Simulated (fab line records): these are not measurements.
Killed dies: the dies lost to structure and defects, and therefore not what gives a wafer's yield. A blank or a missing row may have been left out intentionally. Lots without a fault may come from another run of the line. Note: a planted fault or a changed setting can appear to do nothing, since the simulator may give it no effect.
Chamber matching -- flow nand harc -- NHARC_P_BONDPAD_DESCUM_11 on rie diel-02: 4 sister chambers
The step chemistry O2, time 3 s. 4 wafers are shown with their chamber, then 8 later ones without.

## WAFERS, EACH WITH ITS CHAMBER
wafer,chamber,rf vpp V (V)
L085.3,2,57.3
L091.2,0,59.0
L091.6,1,58.0
L094.1,3,57.7

## WAFERS WITH NO CHAMBER GIVEN
wafer,rf vpp V (V)
L094.2,57.8
L094.3,57.2
L095.2,56.9
L095.4,58.2
L095.5,56.6
L097.1,58.0
L097.5,58.8
L097.6,56.6

## WHICH CHAMBER EACH WENT THROUGH
wafer,from the rows above,in truth
L094.2,can't be placed: 3 or 1 or 2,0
L094.3,can't be placed: 2 or 3 or 1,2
L095.2,can't be placed: 2 or 3 or 1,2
L095.4,can't be placed: 1 or 3 or 0 or 2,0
L095.5,can't be placed: 2 or 3 or 1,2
L097.1,can't be placed: 1 or 3 or 2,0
L097.5,can't be placed: 0 or 1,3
L097.6,can't be placed: 2 or 3 or 1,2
Correct placement for 0 of the 8. Not placeable from these rows: 8 (in 5, the candidates include the true chamber). Placed wrongly: 0.
How it was worked out, from the rows above alone: a wafer's distance from a chamber is the root of the sum, over the readings, of the square of ((its reading less the chamber's mean) divided by the reading's scatter). If the next closest chamber is less than 2 further off than the closest, the wafer can't be placed; otherwise it belongs to the closest. Each chamber's mean is taken over the wafers shown for it. The scatter: with one shown wafer a chamber, the root of the mean of the squares of how far each hidden wafer lies from its nearest shown one.
